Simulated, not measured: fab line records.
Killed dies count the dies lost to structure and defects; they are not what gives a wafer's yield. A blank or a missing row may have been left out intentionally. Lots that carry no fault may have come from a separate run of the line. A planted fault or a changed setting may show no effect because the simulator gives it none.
fab line records    flow n5Finfet
record: lots: 24  wafers: 72  lastDay: 19
route steps=1938 shown BEOL_M11@1596 BEOL_M12@1632
lots with no fault: from the same line, run without faults
startH: the number of hours between the record's first day and the start of the first shown wafer of the lot    waitH: hours elapsed since this lot's preceding step    " unchanged from the row above    L1.1+2: a row that stands for several wafers    - no value present, or no start provided    * or withheld: withheld    < > ~ a bound
route shown NAME@n: a module of which the file shows steps, and the number in the route of the first    usual: the fault-free wafers' mean and standard deviation    same: alike in all rows    chamber/n: place in a boat    sites: readings site by site    _std_site: the values' standard deviation    _edge_site: inner sites' mean taken away from outer sites' mean    radiusMm: for every site, how far away it sits from the centre of the wafer    mask NAME#n: copy n    behind: the most recent tool/chamber to have shaped the wafer    hold: what put the lot on hold/how long, in hours/how the hold closed    device: the transistor (n, p or np) that didn't switch    end of line: the route-end tests of the same wafers    for a step that has no rows: nothing shown but its recipe    killed: count of dies lost to structure and defects at first sort (not the wafer's yield)    map: a wafer's dies, x killed, . not, _ none there
set.NAME: setting as actually run; set.NAME@STEP: the setting as run at that earlier step    model.NAME: the simulator's own value behind a step, which no gauge read
one table for each step of the route and one row for each wafer, over a sample of lots
services: a tool's chamber out of use, with start hour (startH, from the record's first day; less than 0 if before it), hours out, and reason
== steps ==
step: N5_BEOL_M11_CMP_52
recipe: stopOn: SiCOH_lowk  tOverpolishS: 7  downForcePsi: 1  platenRpm: 50  clearingPlatenDownForcePsi: 1.5  clearingPlatenRpm: 50  postCmpClean: cuAlkaline  targetThkNm: 140  clearingPlatenPadVelocityMS: 0.99484  padVelocityMS: 0.99484
usual: barrierFieldEndpointS: 29.1/0.77  motorCurrentA: 5.8/0.79  overpolishRunS: 7.000/0.0089  timeToEndpointS: 67/3.6
same: tOverpolishS: 7
lot.wafer  tool    chamber  startH  waitH  barrierFieldEndpointS  motorCurrentA  overpolishRunS  timeToEndpointS
L074.2     cmp-01  1        232.34  0.2    29.0                   5.8            7.004           63
L074.1     "       2        "       "      29.7                   6.8            6.979           68
L074.3     "       0        "       "      29.9                   6.4            7.007           67
L075.2     cmp-03  1        233.97  0.3    27.7                   4.7            7.000           61
L075.1     "       3        "       "      29.6                   7.1            6.989           65
L075.5     "       1        "       "      29.0                   4.8            7.006           62
L076.1     cmp-03  1        239.21  0.3    29.4                   4.6            6.992           65
L076.2     "       3        "       "      29.2                   6.8            6.993           68
L076.5     "       1        "       "      30.5                   4.7            6.993           67
L077.2     cmp-03  3        239.73  0.2    29.7                   7.2            7.006           68
L077.1     "       2        "       "      28.5                   5.5            6.988           64
L077.5     "       0        "       "      29.5                   5.6            6.993           66
L079.2     cmp-04  3        252.28  0.3    28.5                   4.9            6.992           66
L079.3     "       0        "       "      28.9                   4.5            6.980           70
L079.6     "       3        "       "      29.0                   4.6            7.007           66
L078.1     cmp-03  2        252.73  0.3    28.5                   5.8            7.007           63
L078.3     "       1        "       "      28.7                   4.7            6.991           66
L078.6     "       3        "       "      30.6                   7.0            6.994           71
L080.2     cmp-01  3        261.80  0.4    28.8                   6.3            6.988           71
L080.1     "       0        "       "      29.9                   6.2            7.003           70
L080.6     "       1        "       "      29.4                   5.8            7.008           67
L081.2     cmp-03  0        266.62  0.3    28.4                   5.4            7.001           64
L081.6     "       3        "       "      28.8                   7.1            7.016           66
L081.5     "       0        "       "      28.3                   5.2            7.000           66
L082.1     cmp-01  1        269.41  0.3    28.0                   6.0            6.994           65
L082.2     "       2        "       "      29.4                   6.6            7.003           69
L082.5     "       0        "       "      29.4                   6.3            6.999           69
L083.1     cmp-01  3        281.35  0.3    29.6                   6.3            6.994           70
L083.4     "       0        "       "      30.0                   6.3            6.992           70
L083.6     "       2        "       "      29.7                   6.7            6.998           69
L085.4     cmp-03  0        285.21  0.1    29.8                   5.5            7.010           70
L085.2     "       1        "       "      28.9                   4.4            7.000           68
L085.5     "       0        "       "      30.2                   5.2            7.007           70
L084.4     cmp-01  2        285.91  0.4    29.3                   6.8            7.005           69
L084.6     "       0        "       "      29.1                   6.3            6.979           69
L084.5     "       1        "       "      28.5                   6.0            7.015           64
L086.1     cmp-04  1        308.10  0.3    28.0                   6.4            6.998           66
L086.2     "       2        "       "      28.2                   6.1            7.012           65
L086.6     "       0        "       "      28.5                   4.7            7.012           65
L087.4     cmp-03  0        312.83  0.1    29.8                   5.4            6.996           71
L087.6     "       0        "       "      30.2                   5.4            6.997           74
L087.5     "       1        "       "      29.3                   4.7            6.993           71
L089.1     cmp-01  1        317.77  0.3    29.5                   5.7            6.983           60
L089.6     "       0        "       "      31.8                   6.2            7.002           69
L089.5     "       1        "       "      29.6                   6.1            6.997           63
L088.1     cmp-03  2        326.19  0.3    29.8                   5.6            7.002           74
L088.3     "       0        "       "      29.7                   5.3            7.000           75
L088.5     "       1        "       "      30.1                   4.3            6.993           72
L091.3     cmp-01  1        333.10  0.2    28.8                   6.0            7.001           64
L091.2     "       2        "       "      29.9                   6.7            6.989           69
L091.4     "       0        "       "      30.5                   6.3            6.989           71
L090.2     cmp-01  2        344.54  0.2    29.4                   6.9            6.998           72
L090.1     "       0        "       "      29.5                   6.6            7.005           71
L090.5     "       2        "       "      29.0                   6.5            7.024           70
L092.1     cmp-03  1        362.05  0.3    29.7                   4.7            7.002           70
L092.2     "       2        "       "      28.7                   5.5            6.985           68
L092.6     "       2        "       "      29.5                   5.6            7.006           69
L093.3     cmp-04  3        381.67  0.3    29.0                   4.5            7.007           65
L093.5     "       0        "       "      28.9                   4.8            7.005           65
L093.6     "       1        "       "      28.7                   5.9            6.980           61
L094.4     cmp-04  1        390.54  0.1    28.5                   6.5            7.003           63
L094.1     "       2        "       "      27.9                   6.2            7.018           63
L094.5     "       2        "       "      28.2                   6.2            6.998           63
L096.2     cmp-04  1        392.10  0.3    28.5                   6.3            7.019           61
L096.6     "       2        "       "      28.3                   6.2            7.011           63
L096.5     "       3        "       "      28.5                   4.7            7.000           60
L097.3     cmp-03  1        414.82  0.2    30.2                   4.7            7.001           68
L097.1     "       2        "       "      28.2                   5.7            6.991           65
L097.6     "       0        "       "      29.3                   5.5            6.997           68
L095.2     cmp-04  0        425.06  0.3    28.2                   4.8            7.009           62
L095.3     "       1        "       "      28.4                   5.9            7.002           61
L095.6     "       3        "       "      28.3                   4.9            7.010           63
step: N5_BEOL_M12_CD_MEAS_28
recipe: targetCdNm: 160.2  landingEnergyEv: 500  detector: seInlens  polarity: opening
usual: cdNm: 159.5/2.1
lot.wafer  tool      chamber  startH  waitH  cdNm
L074.1     cdSem-02  0        234.43  -      155.1
L074.2     "         0        "       "      159.8
L074.3     "         0        "       "      157.1
L075.1     cdSem-01  0        236.41  -      157.7
L075.2     "         0        "       "      161.0
L075.5     "         0        "       "      157.6
L076.1     cdSem-02  0        241.41  -      160.7
L076.2     "         0        "       "      160.1
L076.5     "         0        "       "      158.9
L077.1     cdSem-03  0        241.84  -      162.0
L077.2     "         0        "       "      162.6
L077.5     "         0        "       "      163.1
L079.2     cdSem-03  0        254.19  -      158.4
L079.3     "         0        "       "      161.2
L079.6     "         0        "       "      158.8
L078.1     cdSem-02  0        254.55  -      163.0
L078.3     "         0        "       "      164.1
L078.6     "         0        "       "      162.6
L080.1     cdSem-01  0        263.70  -      159.4
L080.2     "         0        "       "      158.0
L080.6     "         0        "       "      160.9
L081.2     cdSem-01  0        268.43  -      157.6
L081.5     "         0        "       "      158.8
L081.6     "         0        "       "      156.6
L082.1     cdSem-03  0        271.33  -      157.7
L082.2     "         0        "       "      157.8
L082.5     "         0        "       "      161.6
L083.1     cdSem-01  0        283.15  -      158.0
L083.4     "         0        "       "      157.5
L083.6     "         0        "       "      159.9
L085.2     cdSem-03  0        287.16  -      159.2
L085.4     "         0        "       "      160.2
L085.5     "         0        "       "      156.2
L084.4     cdSem-01  0        287.66  -      159.4
L084.5     "         0        "       "      160.9
L084.6     "         0        "       "      158.3
L086.1     cdSem-03  0        310.15  -      160.0
L086.2     "         0        "       "      161.2
L086.6     "         0        "       "      160.2
L087.4     cdSem-01  0        314.69  -      162.8
L087.5     "         0        "       "      161.8
L087.6     "         0        "       "      160.1
L089.1     cdSem-01  0        319.88  -      156.1
L089.5     "         0        "       "      160.2
L089.6     "         0        "       "      160.8
L088.1     cdSem-03  0        327.98  -      159.9
L088.3     "         0        "       "      157.4
L088.5     "         0        "       "      157.7
L091.2     cdSem-01  0        335.08  -      161.3
L091.3     "         0        "       "      157.7
L091.4     "         0        "       "      159.4
L090.1     cdSem-01  0        346.58  -      164.6
L090.2     "         0        "       "      162.7
L090.5     "         0        "       "      161.4
L092.1     cdSem-01  0        364.29  -      159.1
L092.2     "         0        "       "      157.6
L092.6     "         0        "       "      159.0
L093.3     cdSem-02  0        383.50  -      159.1
L093.5     "         0        "       "      156.5
L093.6     "         0        "       "      159.6
L094.1     cdSem-01  0        392.53  -      159.9
L094.4     "         0        "       "      162.1
L094.5     "         0        "       "      157.8
L096.2     cdSem-01  0        394.00  -      157.7
L096.5     "         0        "       "      157.2
L096.6     "         0        "       "      159.1
L097.1     cdSem-03  0        416.84  -      160.3
L097.3     "         0        "       "      161.4
L097.6     "         0        "       "      159.2
L095.2     cdSem-03  0        426.95  -      157.1
L095.3     "         0        "       "      158.5
L095.6     "         0        "       "      158.7
step: N5_BEOL_M12_DESCUM_33
recipe: chemistry: O2  timeS: 7.9  sourcePowerW: 50  biasPowerW: 20  pressureMtorr: 20  rfFrequencyHz: 2.712e+07  tempC: 40  o2FlowSccm: 225
usual: drypumpMotorCurrentA: 5.7/0.41  oesProductAu: 0.82/0.093  rfVppV: 243.7/1.5  showerheadPlenumPTorr: 2.12/0.081  throttleValvePct: 20.42/0.29
same: timeS: 7.9
lot.wafer  tool        chamber  startH  waitH  drypumpMotorCurrentA  oesProductAu  rfHoursCounterH  rfVppV  showerheadPlenumPTorr  throttleValvePct
L074.1     rieDiel-03  2        235.11  0.6    5.2                   1.00          2                243.5   2.07                   20.48
L074.2     "           0        "       "      6.2                   0.68          227              244.7   2.16                   20.73
L074.3     "           1        "       "      6.1                   0.95          12               241.4   2.05                   19.81
L075.1     rieDiel-01  1        236.59  0.1    6.1                   0.87          58               244.5   2.12                   20.12
L075.2     "           0        "       "      5.1                   0.78          121              245.8   2.19                   20.45
L075.5     "           3        "       "      5.7                   0.89          -                246.7   2.22                   20.71
L076.1     rieDiel-05  0        241.53  0.1    6.1                   0.96          3                244.1   2.24                   20.02
L076.2     "           2        "       "      6.1                   0.72          199              243.8   2.17                   20.74
L076.5     "           2        "       "      6.1                   0.72          -                244.0   2.17                   20.77
L077.1     rieDiel-01  2        242.16  0.3    5.6                   0.85          65               242.0   2.12                   20.32
L077.2     "           3        "       "      5.7                   0.89          33               245.3   2.22                   20.70
L077.5     "           0        "       "      5.2                   0.78          -                244.1   2.19                   20.46
L079.2     rieDiel-01  1        254.28  0.0    6.1                   0.84          64               245.4   2.11                   20.13
L079.3     "           3        "       "      5.7                   0.87          37               246.4   2.22                   20.70
L079.6     "           3        "       "      5.7                   0.88          -                244.6   2.22                   20.72
L078.1     rieDiel-05  0        254.64  0.0    6.1                   0.93          9                246.0   2.24                   20.01
L078.3     "           2        "       "      6.1                   0.71          205              243.1   2.17                   20.77
L078.6     "           2        "       "      6.1                   0.71          -                244.6   2.17                   20.78
L080.1     rieDiel-05  2        263.79  0.0    6.1                   0.72          209              245.0   2.17                   20.77
L080.2     "           0        "       "      6.1                   0.92          13               245.9   2.23                   20.02
L080.6     "           0        "       "      6.1                   0.93          -                245.0   2.23                   20.03
L081.2     rieDiel-03  3        268.52  0.0    5.1                   0.69          224              241.9   1.98                   20.78
L081.5     "           2        "       "      5.2                   0.94          -                242.4   2.07                   20.50
L081.6     "           3        "       "      5.1                   0.70          -                241.2   1.98                   20.77
L082.1     rieDiel-03  3        271.41  0.0    5.2                   0.69          225              241.8   1.98                   20.77
L082.2     "           0        "       "      6.2                   0.67          239              244.6   2.16                   20.75
L082.5     "           0        "       "      6.2                   0.67          -                243.0   2.16                   20.75
L083.1     rieDiel-05  2        283.24  0.0    6.2                   0.71          216              244.4   2.17                   20.79
L083.4     "           3        "       "      6.1                   0.70          245              241.4   1.99                   20.54
L083.6     "           1        "       "      5.5                   0.95          -                243.2   2.04                   20.16
L085.2     rieDiel-03  3        287.25  0.0    5.1                   0.68          231              242.0   1.98                   20.78
L085.4     "           2        "       "      5.2                   0.92          25               241.3   2.07                   20.51
L085.5     "           2        "       "      5.2                   0.91          -                242.1   2.07                   20.51
L084.4     rieDiel-03  2        288.14  0.4    5.2                   0.91          25               242.5   2.07                   20.51
L084.5     "           1        "       "      6.1                   0.90          -                240.7   2.04                   19.84
L084.6     "           0        "       "      6.2                   0.66          -                244.1   2.15                   20.75
L086.1     rieDiel-01  1        310.24  0.0    6.1                   0.82          81               242.8   2.11                   20.15
L086.2     "           0        "       "      5.2                   0.75          143              245.6   2.18                   20.48
L086.6     "           0        "       "      5.2                   0.74          -                244.0   2.18                   20.47
L087.4     rieDiel-05  1        314.92  0.2    5.5                   0.91          -                242.4   2.04                   20.17
L087.5     "           2        "       "      6.1                   0.69          -                243.7   2.16                   20.81
L087.6     "           0        "       "      6.1                   0.88          -                245.5   2.23                   20.06
L089.1     rieDiel-05  0        320.05  0.1    6.1                   0.87          36               245.9   2.23                   20.04
L089.5     "           1        "       "      5.5                   0.90          -                243.3   2.04                   20.18
L089.6     "           0        "       "      6.1                   0.86          -                245.6   2.23                   20.06
L088.1     rieDiel-01  1        328.07  0.0    6.1                   0.82          88               243.5   2.10                   20.17
L088.3     "           0        "       "      5.2                   0.75          150              244.4   2.18                   20.49
L088.5     "           2        "       "      5.5                   0.81          -                244.2   2.11                   20.36
L091.2     rieDiel-03  2        335.47  0.3    5.2                   0.89          37               241.7   2.06                   20.53
L091.3     "           0        "       "      6.2                   0.99          1                244.0   2.15                   20.34
L091.4     "           3        "       "      5.1                   0.67          249              241.0   1.97                   20.80
L090.1     rieDiel-01  3        346.67  0.0    5.6                   0.84          66               244.6   2.21                   20.77
L090.2     "           2        "       "      5.5                   0.82          100              242.8   2.11                   20.37
L090.5     "           3        "       "      5.7                   0.84          -                244.2   2.21                   20.76
L092.1     rieDiel-03  3        364.39  0.1    5.2                   0.97          5                245.8   2.23                   20.35
L092.2     "           1        "       "      6.1                   0.86          53               241.4   2.04                   19.86
L092.6     "           0        "       "      6.2                   0.94          -                242.9   2.15                   20.34
L093.3     rieDiel-01  2        383.59  0.0    5.5                   0.79          106              244.1   2.11                   20.38
L093.5     "           2        "       "      5.6                   0.80          -                243.2   2.11                   20.39
L093.6     "           1        "       "      6.1                   0.80          -                242.8   2.10                   20.19
L094.1     rieDiel-05  3        392.69  0.1    6.1                   0.95          21               243.5   2.24                   20.24
L094.4     "           0        "       "      6.1                   0.84          -                244.9   2.22                   20.10
L094.5     "           1        "       "      5.5                   0.87          -                243.3   2.03                   20.20
L096.2     rieDiel-03  2        394.09  0.0    5.2                   0.85          55               243.1   2.06                   20.57
L096.5     "           3        "       "      5.1                   0.92          -                244.6   2.23                   20.37
L096.6     "           0        "       "      6.2                   0.90          -                243.2   2.15                   20.37
L097.1     rieDiel-01  1        416.93  0.0    6.1                   0.80          115              243.6   2.10                   20.21
L097.3     "           3        "       "      5.7                   0.81          86               243.3   2.20                   20.79
L097.6     "           3        "       "      5.7                   0.81          -                244.3   2.20                   20.80
L095.2     rieDiel-03  3        427.03  0.0    5.2                   0.90          26               245.6   2.23                   20.39
L095.3     "           1        "       "      6.1                   0.84          76               243.4   2.03                   19.90
L095.6     "           0        "       "      6.2                   0.90          -                244.4   2.14                   20.36
step: N5_BEOL_M12_ETCH_38
recipe: chemistry: CF4/N2  target: SiCN  targetDepthA: 687  taperDeg: 2  timeS: 73.4  ionEnergyEv: 150  maskMaterial: SiO2  pressureMtorr: 40  sourceW: 430  biasW: 70  Ar_flow_sccm: 100  cf4FlowSccm: 60  n2FlowSccm: 60
usual: cf4FlowSccm: 60.01/0.19  drypumpMotorCurrentA: 5.8/0.43  oesProductAu: 0.84/0.11  rfVppV: 382.7/2.3  showerheadPlenumPTorr: 2.23/0.086  throttleValvePct: 15.35/0.29
same: timeS: 73.4
lot.wafer  tool        chamber  startH  waitH  cf4FlowSccm  drypumpMotorCurrentA  oesProductAu  rfHoursCounterH  rfVppV  showerheadPlenumPTorr  throttleValvePct
L074.1     rieDiel-05  2        236.98  -      60.09        6.1                   0.71          196              382.2   2.27                   15.70
L074.2     "           0        "       "      60.19        6.1                   0.99          0                385.4   2.35                   14.96
L074.3     "           3        "       "      59.77        6.1                   0.71          225              381.2   2.09                   15.50
L075.1     rieDiel-03  1        237.33  -      59.83        6.1                   0.94          13               382.0   2.17                   14.87
L075.2     "           2        "       "      60.12        5.2                   0.97          4                382.8   2.17                   15.26
L075.5     "           0        "       "      60.26        6.2                   0.68          -                384.3   2.27                   15.74
L076.1     rieDiel-03  3        242.46  -      59.80        5.1                   0.68          213              379.3   2.10                   15.77
L076.2     "           0        "       "      60.20        6.2                   0.67          231              384.3   2.27                   15.76
L076.5     "           2        "       "      59.84        5.2                   0.97          -                382.2   2.17                   15.27
L077.1     rieDiel-03  3        242.81  -      60.13        5.2                   0.68          213              378.1   2.10                   15.77
L077.2     "           2        "       "      59.97        5.2                   0.96          6                381.3   2.17                   15.29
L077.5     "           0        "       "      60.13        6.2                   0.67          -                382.7   2.27                   15.76
L079.2     rieDiel-01  1        256.10  -      60.00        6.1                   0.85          65               383.7   2.24                   15.20
L079.3     "           2        "       "      60.10        5.6                   0.84          70               383.7   2.23                   15.26
L079.6     "           0        "       "      59.86        5.1                   0.74          -                384.2   2.30                   15.44
L078.1     rieDiel-01  0        256.32  -      60.03        5.2                   0.75          128              384.7   2.30                   15.44
L078.3     "           1        "       "      60.39        6.1                   0.85          65               383.7   2.24                   15.23
L078.6     "           3        "       "      59.89        5.7                   0.87          -                385.3   2.35                   15.72
L080.1     rieDiel-03  3        265.16  -      59.99        5.1                   0.69          222              380.6   2.09                   15.78
L080.2     "           2        "       "      59.97        5.2                   0.94          14               380.7   2.17                   15.28
L080.6     "           1        "       "      60.47        6.1                   0.94          -                379.5   2.16                   14.89
L081.2     rieDiel-03  0        269.17  -      59.95        6.2                   0.66          238              384.3   2.27                   15.78
L081.5     "           0        "       "      60.11        6.2                   0.66          -                384.7   2.27                   15.77
L081.6     "           2        "       "      59.79        5.2                   0.94          -                381.4   2.16                   15.29
L082.1     rieDiel-05  0        272.10  -      60.17        6.1                   0.92          16               385.3   2.34                   15.00
L082.2     "           3        "       "      59.59        6.1                   0.70          241              378.7   2.08                   15.54
L082.5     "           1        "       "      60.06        5.5                   0.96          -                380.9   2.16                   15.18
L083.1     rieDiel-03  3        284.77  -      59.92        5.1                   0.68          230              377.9   2.09                   15.81
L083.4     "           2        "       "      60.44        5.2                   0.90          23               380.4   2.16                   15.32
L083.6     "           2        "       "      60.10        5.2                   0.91          -                382.0   2.16                   15.32
L085.2     rieDiel-01  2        288.48  -      59.71        5.5                   0.82          80               382.6   2.23                   15.29
L085.4     "           1        "       "      60.25        6.1                   0.84          74               383.1   2.23                   15.23
L085.5     "           2        "       "      59.94        5.5                   0.83          -                384.0   2.23                   15.29
L084.4     rieDiel-05  0        288.85  -      60.12        6.1                   0.91          22               384.9   2.34                   15.01
L084.5     "           2        "       "      60.06        6.1                   0.70          -                383.7   2.27                   15.74
L084.6     "           3        "       "      59.90        6.1                   0.70          -                379.0   2.08                   15.56
L086.1     rieDiel-01  3        313.22  -      60.11        5.7                   0.85          55               383.0   2.34                   15.75
L086.2     "           0        "       "      59.94        5.2                   0.73          145              384.1   2.29                   15.49
L086.6     "           1        "       "      60.13        6.1                   0.83          -                384.6   2.23                   15.24
L087.4     rieDiel-03  1        315.63  -      59.85        6.1                   0.88          -                379.5   2.16                   14.93
L087.5     "           1        "       "      59.91        6.1                   0.90          -                381.6   2.16                   14.91
L087.6     "           3        "       "      59.67        5.1                   0.67          -                378.3   2.09                   15.83
L089.1     rieDiel-05  3        324.01  -      60.13        6.1                   1.05          0                385.3   2.34                   15.06
L089.5     "           0        "       "      60.10        6.1                   0.88          -                387.0   2.33                   15.06
L089.6     "           3        "       "      60.02        6.1                   1.04          -                385.2   2.34                   15.08
L088.1     rieDiel-05  3        329.92  -      59.90        6.1                   1.00          2                385.9   2.34                   15.07
L088.3     "           2        "       "      59.80        6.1                   0.69          235              383.9   2.26                   15.78
L088.5     "           3        "       "      59.55        6.1                   1.01          -                383.5   2.34                   15.08
L091.2     rieDiel-05  1        336.18  -      60.15        5.5                   0.88          24               380.9   2.15                   15.23
L091.3     "           2        "       "      59.99        6.1                   0.70          237              382.5   2.26                   15.76
L091.4     "           3        "       "      59.56        6.1                   0.99          4                386.4   2.34                   15.08
L090.1     rieDiel-03  2        348.56  -      60.07        5.2                   0.88          41               380.9   2.16                   15.38
L090.2     "           3        "       "      59.98        5.1                   1.01          0                385.4   2.35                   15.32
L090.5     "           2        "       "      60.23        5.2                   0.88          -                380.7   2.16                   15.36
L092.1     rieDiel-05  1        365.98  -      60.21        5.5                   0.86          33               381.1   2.15                   15.23
L092.2     "           2        "       "      59.96        6.1                   0.69          246              381.8   2.26                   15.79
L092.6     "           0        "       "      60.11        6.1                   0.86          -                385.0   2.33                   15.06
L093.3     rieDiel-03  0        385.40  -      59.91        6.2                   0.91          17               383.7   2.26                   15.31
L093.5     "           1        "       "      60.38        6.1                   0.86          -                380.1   2.15                   14.95
L093.6     "           0        "       "      59.92        6.2                   0.92          -                384.0   2.26                   15.30
L094.1     rieDiel-03  1        393.53  -      60.20        6.1                   0.85          64               381.1   2.15                   14.98
L094.4     "           2        "       "      60.06        5.2                   0.85          55               379.2   2.15                   15.39
L094.5     "           1        "       "      60.10        6.1                   0.85          -                379.6   2.15                   14.95
L096.2     rieDiel-05  3        397.10  -      60.05        6.2                   0.92          22               385.3   2.33                   15.10
L096.5     "           0        "       "      60.00        6.1                   0.85          -                386.0   2.33                   15.08
L096.6     "           3        "       "      60.10        6.1                   0.94          -                385.2   2.33                   15.11
L097.1     rieDiel-05  0        421.28  -      60.31        6.1                   0.84          66               386.0   2.32                   15.10
L097.3     "           2        "       "      59.94        6.2                   0.96          5                384.6   2.25                   15.24
L097.6     "           1        "       "      60.11        5.5                   0.84          -                381.9   2.15                   15.26
L095.2     rieDiel-03  0        429.12  -      59.93        6.2                   0.88          30               384.3   2.25                   15.33
L095.3     "           3        "       "      59.76        5.1                   0.89          27               385.0   2.34                   15.38
L095.6     "           3        "       "      59.93        5.2                   0.89          -                386.1   2.34                   15.39
step: N5_BEOL_M12_SPUTTER_44
recipe: material: Ta  targetThkA: 100  tempC: 50  biasV: 80  powerW: 15000  chamberPressurePa: 0.07  timeS: 16.13
usual: throttleValvePct: 30.7/1.3
same: timeS: 16.13
lot.wafer  tool           chamber  startH  waitH  throttleValvePct
L074.1     pvdSputter-02  -        237.41  0.0    31.8
L074.2     "              -        "       "      29.7
L074.3     "              -        "       "      30.1
L075.1     pvdSputter-01  -        237.81  0.0    30.9
L075.2     "              -        "       "      32.5
L075.5     "              -        "       "      30.7
L076.1     pvdSputter-02  -        243.13  0.0    30.0
L076.2     "              -        "       "      29.9
L076.5     "              -        "       "      30.3
L077.1     pvdSputter-03  -        243.36  0.0    27.6
L077.2     "              -        "       "      29.4
L077.5     "              -        "       "      29.4
L079.2     pvdSputter-02  -        256.66  0.0    30.6
L079.3     "              -        "       "      30.1
L079.6     "              -        "       "      32.0
L078.1     pvdSputter-01  -        257.07  0.0    31.0
L078.3     "              -        "       "      32.6
L078.6     "              -        "       "      31.0
L080.1     pvdSputter-03  -        265.76  0.0    28.8
L080.2     "              -        "       "      30.3
L080.6     "              -        "       "      30.5
L081.2     pvdSputter-01  -        269.53  0.0    31.0
L081.5     "              -        "       "      31.4
L081.6     "              -        "       "      31.1
L082.1     pvdSputter-01  -        272.49  0.0    32.6
L082.2     "              -        "       "      31.1
L082.5     "              -        "       "      30.9
L083.1     pvdSputter-01  -        285.29  0.0    31.2
L083.4     "              -        "       "      30.9
L083.6     "              -        "       "      31.0
L085.2     pvdSputter-01  -        288.83  0.0    31.2
L085.4     "              -        "       "      31.0
L085.5     "              -        "       "      30.9
L084.4     pvdSputter-03  -        289.25  0.0    30.4
L084.5     "              -        "       "      29.6
L084.6     "              -        "       "      27.5
L086.1     pvdSputter-01  -        314.20  0.0    30.8
L086.2     "              -        "       "      31.0
L086.6     "              -        "       "      32.5
L087.4     pvdSputter-03  -        318.26  0.0    27.4
L087.5     "              -        "       "      27.6
L087.6     "              -        "       "      30.5
L089.1     pvdSputter-03  -        324.38  0.0    29.3
L089.5     "              -        "       "      30.2
L089.6     "              -        "       "      29.0
L088.1     pvdSputter-01  -        330.52  0.0    31.3
L088.3     "              -        "       "      32.3
L088.5     "              -        "       "      30.7
L091.2     pvdSputter-01  -        336.74  0.0    32.5
L091.3     "              -        "       "      31.6
L091.4     "              -        "       "      31.2
L090.1     pvdSputter-01  -        349.63  0.0    31.1
L090.2     "              -        "       "      32.5
L090.5     "              -        "       "      30.9
L092.1     pvdSputter-03  -        366.42  0.0    30.3
L092.2     "              -        "       "      29.1
L092.6     "              -        "       "      28.8
L093.3     pvdSputter-01  -        388.13  0.0    31.0
L093.5     "              -        "       "      31.2
L093.6     "              -        "       "      31.3
L094.1     pvdSputter-01  -        396.06  0.0    31.2
L094.4     "              -        "       "      31.1
L094.5     "              -        "       "      31.2
L096.2     pvdSputter-01  -        397.48  0.0    32.7
L096.5     "              -        "       "      31.1
L096.6     "              -        "       "      31.4
L097.1     pvdSputter-03  -        427.15  0.0    28.9
L097.3     "              -        "       "      29.3
L097.6     "              -        "       "      30.4
L095.2     pvdSputter-01  -        431.58  0.0    32.2
L095.3     "              -        "       "      31.0
L095.6     "              -        "       "      30.9
step: N5_BEOL_M12_RS_MEAS_54
recipe: thkMeasGauge: four-point-probe  reads: Cu_of_BEOL_M12_ECD_47+Ta_of_BEOL_M12_SPUTTER_44+TaN_of_BEOL_M12_SPUTTER_43
usual: M12_RS: 0.0598/0.00099
lot.wafer  tool          chamber  startH  waitH  M12_RS[ohm/sq]
L074.1     filmMetro-01  -        238.69  0.0    0.0596
L074.2     "             -        "       "      0.0610
L074.3     "             -        "       "      0.0595
L075.1     filmMetro-01  -        238.96  0.0    0.0590
L075.2     "             -        "       "      0.0585
L075.5     "             -        "       "      0.0584
L076.1     filmMetro-01  -        244.53  0.0    0.0586
L076.2     "             -        "       "      0.0616
L076.5     "             -        "       "      0.0624
L077.1     filmMetro-01  -        244.69  0.0    0.0608
L077.2     "             -        "       "      0.0592
L077.5     "             -        "       "      0.0605
L079.2     filmMetro-01  -        257.72  0.0    0.0599
L079.3     "             -        "       "      0.0590
L079.6     "             -        "       "      0.0591
L078.1     filmMetro-02  -        258.13  0.0    0.0587
L078.3     "             -        "       "      0.0614
L078.6     "             -        "       "      0.0613
L080.1     filmMetro-02  -        266.82  0.0    0.0615
L080.2     "             -        "       "      0.0591
L080.6     "             -        "       "      0.0589
L081.2     filmMetro-02  -        270.59  0.0    0.0602
L081.5     "             -        "       "      0.0588
L081.6     "             -        "       "      0.0604
L082.1     filmMetro-02  -        273.55  0.0    0.0603
L082.2     "             -        "       "      0.0613
L082.5     "             -        "       "      0.0605
L083.1     filmMetro-02  -        286.50  0.0    0.0611
L083.4     "             -        "       "      0.0605
L083.6     "             -        "       "      0.0579
L085.2     filmMetro-01  -        289.92  0.0    0.0608
L085.4     "             -        "       "      0.0594
L085.5     "             -        "       "      0.0590
L084.4     filmMetro-02  -        290.31  0.0    0.0606
L084.5     "             -        "       "      0.0608
L084.6     "             -        "       "      0.0618
L086.1     filmMetro-01  -        315.26  0.0    0.0598
L086.2     "             -        "       "      0.0605
L086.6     "             -        "       "      0.0606
L087.4     filmMetro-01  -        319.32  0.0    0.0576
L087.5     "             -        "       "      0.0609
L087.6     "             -        "       "      0.0584
L089.1     filmMetro-01  -        325.45  0.0    0.0583
L089.5     "             -        "       "      0.0586
L089.6     "             -        "       "      0.0590
L088.1     filmMetro-02  -        331.57  0.0    0.0590
L088.3     "             -        "       "      0.0599
L088.5     "             -        "       "      0.0594
L091.2     filmMetro-01  -        337.87  0.0    0.0598
L091.3     "             -        "       "      0.0590
L091.4     "             -        "       "      0.0618
L090.1     filmMetro-02  -        350.74  0.0    0.0593
L090.2     "             -        "       "      0.0596
L090.5     "             -        "       "      0.0590
L092.1     filmMetro-02  -        368.17  0.0    0.0602
L092.2     "             -        "       "      0.0607
L092.6     "             -        "       "      0.0591
L093.3     filmMetro-01  -        389.49  0.0    0.0605
L093.5     "             -        "       "      0.0601
L093.6     "             -        "       "      0.0600
L094.1     filmMetro-01  -        397.12  0.0    0.0589
L094.4     "             -        "       "      0.0590
L094.5     "             -        "       "      0.0581
L096.2     filmMetro-01  -        398.54  0.0    0.0599
L096.5     "             -        "       "      0.0591
L096.6     "             -        "       "      0.0586
L097.1     filmMetro-02  -        428.24  0.0    0.0598
L097.3     "             -        "       "      0.0608
L097.6     "             -        "       "      0.0603
L095.2     filmMetro-01  -        432.64  0.0    0.0592
L095.3     "             -        "       "      0.0608
L095.6     "             -        "       "      0.0591
== services ==
tool           chamber  startH  hours  kind
rieDiel-01     -        216.73  1.2    repair
rieDiel-05     1        237.91  6.5    repair
cmp-04         -        241.42  2.1    repair
cmp-03         -        241.95  4.0    pm
rieDiel-03     0        258.93  7.9    repair
rieDiel-03     1        266.71  8.6    repair
cmp-01         -        281.83  4.0    pm
rieDiel-03     1        289.50  8.2    repair
cmp-03         -        305.92  0.2    repair
rieDiel-05     1        308.63  4.9    repair
rieDiel-03     2        309.62  9.7    repair
rieDiel-05     1        329.31  1.2    repair
cmp-01         -        337.59  2.7    repair
cmp-03         -        349.19  5.2    pm
pvdSputter-03  -        355.87  6.6    repair
cmp-01         -        365.38  5.4    repair
cmp-01         -        372.09  3.6    repair
cmp-03         -        375.72  6.1    pm
cmp-03         -        389.39  9.9    pm
rieDiel-03     0        412.68  1.7    repair
rieDiel-03     -        415.85  0.5    repair
cmp-01         -        416.35  11.4   repair
rieDiel-03     0        418.15  8.2    repair
cmp-01         -        431.56  6.6    pm
== key ==
fault none
